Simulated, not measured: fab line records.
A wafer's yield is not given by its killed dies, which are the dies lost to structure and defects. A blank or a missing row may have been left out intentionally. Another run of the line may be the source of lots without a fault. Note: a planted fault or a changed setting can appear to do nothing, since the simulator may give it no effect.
What tool caused it? -- flow nand harc -- Sampling: 24 lots, 72 wafers, 3 of 1159 route steps

WHAT EACH GAUGE READ, for each wafer
NHARC_A_ONON_D1_THK_MEAS_14: measures by ellipsometry.
lot,measured,on,thk nm (nm)
L074,day 7 06:31,film metro-01,992 992 992
L077,day 7 23:41,film metro-02,995 995 996
L075,day 7 23:51,film metro-01,1000 1002 1000
L076,day 8 00:04,film metro-01,1004 1003 1003
L079,day 8 23:32,film metro-01,996 994 997
L078,day 8 23:34,film metro-02,998 1000 998
L080,day 9 11:38,film metro-02,1016 1014 1014
L081,day 9 18:49,film metro-01,1004 1004 1005
L083,day 9 18:49,film metro-02,1004 1002 1004
L082,day 9 19:06,film metro-01,1002 1002 1002
L084,day 10 03:33,film metro-02,999 999 1001
L085,day 10 19:14,film metro-02,993 990 991
L088,day 10 19:14,film metro-01,998 998 997
L087,day 10 19:16,film metro-01,1003 1001 1002
L086,day 11 08:19,film metro-02,1008 1010 1009
L089,day 11 16:38,film metro-01,983 985 986
L090,day 11 16:39,film metro-02,1008 1010 1008
L093,day 11 23:40,film metro-01,1013 1011 1013
L091,day 11 23:40,film metro-02,986 985 985
L092,day 11 23:42,film metro-01,1020 1022 1019
L095,day 12 13:44,film metro-01,998 1000 1001
L094,day 12 13:45,film metro-02,1006 1007 1006
L097,day 12 23:40,film metro-02,983 982 981
L096,day 12 23:42,film metro-01,988 989 990

NHARC_A_CHANNEL_HOLE_D1_CD_MEAS_18.
lot,measured,on,cd nm (nm)
L074,day 7 18:37,cd sem-03,98.7 97.6 97.9
L077,day 8 18:14,cd sem-01,98.9 101.1 98.5
L075,day 8 17:32,cd sem-02,100.0 99.3 100.2
L076,day 8 18:24,cd sem-03,97.8 99.0 97.2
L079,day 9 14:49,cd sem-03,99.6 100.5 98.5
L078,day 9 13:58,cd sem-01,95.7 96.6 98.0
L080,day 10 01:32,cd sem-02,100.9 100.5 97.7
L081,day 10 09:02,cd sem-03,98.9 98.8 97.1
L083,day 10 09:01,cd sem-01,98.8 97.0 97.9
L082,day 10 09:51,cd sem-03,100.6 98.9 102.8
L084,day 10 22:11,cd sem-03,98.0 99.6 100.2
L085,day 11 11:20,cd sem-01,100.2 97.4 100.3
L088,day 11 11:41,cd sem-02,101.1 98.8 100.6
L087,day 11 10:55,cd sem-02,98.4 99.5 98.1
L086,day 12 00:33,cd sem-02,99.7 99.2 98.5
L089,day 12 08:31,cd sem-01,100.4 97.1 97.8
L090,day 12 06:40,cd sem-01,97.7 100.9 100.4
L093,day 12 15:02,cd sem-01,100.4 100.1 100.7
L091,day 12 16:01,cd sem-01,99.4 101.4 102.4
L092,day 12 16:19,cd sem-03,98.1 98.1 99.4
L095,day 13 03:52,cd sem-03,101.3 103.4 101.3
L094,day 13 04:11,cd sem-01,97.4 100.0 96.1
L097,day 13 16:50,cd sem-02,100.6 100.4 101.2
L096,day 13 17:47,cd sem-01,100.1 101.7 104.1

WHICH TOOL RAN EACH LOT (tool, then ch and the chambers of the sampled wafers, then the start)
lot,NHARC_A_CHANNEL_HOLE_D1_ETCH_38
L074,"rie diel-13 ch 0,1,3, day 7 17:36"
L077,"rie diel-08 ch 0,1, day 8 17:12"
L075,"rie diel-13 ch 0,2,3, day 8 16:31"
L076,"rie diel-03 ch 2,3, day 8 17:23"
L079,"rie diel-13 ch 0,1,3, day 9 13:24"
L078,"rie diel-08 ch 0,1, day 9 12:56"
L080,"rie diel-08 ch 0,2,3, day 10 00:30"
L081,"rie diel-13 ch 0,2,3, day 10 07:50"
L083,"rie diel-08 ch 0,1, day 10 08:00"
L082,"rie diel-03 ch 1,2,3, day 10 08:50"
L084,"rie diel-03 ch 0,2,3, day 10 21:10"
L085,"rie diel-08 ch 0,2, day 11 10:19"
L088,"rie diel-03 ch 0,1,3, day 11 10:40"
L087,"rie diel-13 ch 0,1,2, day 11 09:53"
L086,"rie diel-08 ch 2,3, day 11 23:31"
L089,"rie diel-03 ch 0,1,3, day 12 07:30"
L090,"rie diel-08 ch 0,1, day 12 05:38"
L093,"rie diel-08 ch 0,1, day 12 14:01"
L091,"rie diel-03 ch 0,1,2, day 12 15:00"
L092,"rie diel-08 ch 0,1,3, day 12 15:17"
L095,"rie diel-03 ch 2,3, day 13 02:50"
L094,"rie diel-08 ch 0,1,2, day 13 03:10"
L097,"rie diel-13 ch 1,3, day 13 15:49"
L096,"rie diel-03 ch 0,2,3, day 13 16:47"
- NHARC_A_CHANNEL_HOLE_D1_ETCH_38: etches the open film in CF4, target depth 39 nm, time 65 s.

WHAT THE TOOLS THEMSELVES READ (means of the sampled wafers that have a number; where no wafer has one, the mark that the record gives instead)
NHARC_A_CHANNEL_HOLE_D1_ETCH_38.
lot,tool,drypump motor current A (A),oes product au (a.u.),rf vpp V (V),showerhead plenum p Torr (Torr),throttle valve pct (%)
L074,rie diel-13,6.08,0.992,150.5,1.72,13.287
L077,rie diel-08,5.89,0.995,150.7,1.75,13.282
L075,rie diel-13,6.32,1.002,151.2,1.76,13.280
L076,rie diel-03,5.82,0.998,151.4,1.79,13.287
L079,rie diel-13,6.05,1.006,150.5,1.72,13.294
L078,rie diel-08,5.93,1.004,151.3,1.75,13.284
L080,rie diel-08,5.83,1.001,150.4,1.76,13.280
L081,rie diel-13,6.31,1.005,151.4,1.76,13.284
L083,rie diel-08,5.92,1.000,151.4,1.75,13.279
L082,rie diel-03,5.97,1.001,151.8,1.75,13.281
L084,rie diel-03,5.92,1.001,150.9,1.75,13.282
L085,rie diel-08,5.71,0.994,151.5,1.69,13.278
L088,rie diel-03,5.97,0.998,149.5,1.71,13.283
L087,rie diel-13,6.00,0.995,150.9,1.74,13.283
L086,rie diel-08,5.81,1.006,150.7,1.75,13.290
L089,rie diel-03,5.96,0.995,151.1,1.71,13.276
L090,rie diel-08,6.11,0.993,152.2,1.81,13.275
L093,rie diel-08,5.95,1.009,150.6,1.75,13.288
L091,rie diel-03,6.08,0.998,149.8,1.71,13.292
L092,rie diel-08,6.07,0.996,152.3,1.82,13.284
L095,rie diel-03,5.92,1.002,150.8,1.78,13.286
L094,rie diel-08,5.89,1.007,150.9,1.75,13.280
L097,rie diel-13,6.23,1.002,152.0,1.76,13.277
L096,rie diel-03,5.93,0.996,150.7,1.75,13.285

THE ANSWER, worked out from the rows above alone
Rule: the usual values come from the lots themselves. The widest of any qualifying gaps counts: lots, ordered by their means at a reading, are off when they make up no more than a third of the lots, leave a main group of 4 or more, and stand apart from it by 3 or more times the standard deviation of that group's means. If all means in a main group match to the digits the tables above print for the reading, that group is not used. Also off: a lot with no number at a reading for which 4 or more lots have one. All remaining lots with rows at the step are treated as sound. Order of review: gauges by route order, followed by the tools' own readings, for which a lot's mean as printed above is used. At the first step where some lot is off, the reading lying furthest off is the one used; lots without a number count as furthest.
None of the lots is off at any reading shown; this tells nothing.

WHAT THE SIMULATOR HAD PUT IN
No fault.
